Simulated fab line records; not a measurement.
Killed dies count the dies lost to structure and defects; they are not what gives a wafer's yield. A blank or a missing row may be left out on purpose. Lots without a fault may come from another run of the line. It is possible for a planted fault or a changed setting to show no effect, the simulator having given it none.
Chamber matching | flow nand harc | 3 sister chambers for NHARC_P_M0_DEP_32 on pecvd-03
The step deposits SiCN, target thk 30 nm. 27 wafers are shown with their chamber, then 12 later ones without.

== EACH WAFER AND ITS CHAMBER ==
wafer  | chamber | heater power w (W)
L074.2 | 0       | 588
L074.5 | 1       | 486
L074.6 | 0       | 607
L075.3 | 2       | 626
L075.4 | 1       | 468
L075.6 | 2       | 606
L078.2 | 2       | 666
L078.4 | 2       | 655
L078.6 | 0       | 575
L080.1 | 2       | 629
L080.2 | 1       | 493
L080.4 | 2       | 646
L081.3 | 2       | 686
L081.4 | 0       | 613
L081.6 | 1       | 523
L083.4 | 0       | 608
L083.5 | 2       | 606
L083.6 | 1       | 477
L084.2 | 1       | 462
L084.3 | 0       | 564
L084.5 | 2       | 641
L085.4 | 1       | 535
L085.5 | 0       | 501
L085.6 | 1       | 556
L087.3 | 0       | 591
L087.4 | 1       | 524
L087.5 | 1       | 519

SIGNATURES (means of the wafers above)
reading        | chamber 0 | chamber 1 | chamber 2 | scatter within a chamber
heater power w | 580.88    | 504.30    | 640.11    | 31.5
Rule: for a wafer and a chamber, the distance is found by dividing, reading by reading, the gap between the wafer's reading and the chamber's mean by the reading's scatter, squaring, summing and taking the root. The wafer belongs to the nearest chamber; if the next one is less than 2 further off, it can't be placed. The scatter: take each reading less its chamber's mean, square it, sum over the shown wafers, divide by the number of wafers less the number of chambers, and take the root.

== WAFERS WITHOUT THEIR CHAMBER ==
wafer  | heater power w (W)
L090.3 | 517
L090.4 | 621
L090.5 | 513
L092.1 | 490
L092.5 | 481
L092.6 | 550
L094.3 | 582
L094.4 | 435
L094.5 | 597
L095.1 | 465
L095.2 | 514
L095.5 | 456

== CHAMBER TAKEN BY EACH ==
wafer  | from the rows above          | in truth
L090.3 | can't be placed: 1 or 0      | 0
L090.4 | can't be placed: 2 or 0      | 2
L090.5 | can't be placed: 1 or 0      | 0
L092.1 | 1                            | 1
L092.5 | 1                            | 1
L092.6 | can't be placed: 0 or 1 or 2 | 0
L094.3 | can't be placed: 0 or 2      | 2
L094.4 | 1                            | 1
L094.5 | can't be placed: 0 or 2      | 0
L095.1 | 1                            | 1
L095.2 | can't be placed: 1 or 0      | 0
L095.5 | 1                            | 1
Correct placement for 5 of the 12. Not placeable from these rows: 7 (in 7, the candidates include the true chamber). Placed wrongly: 0.
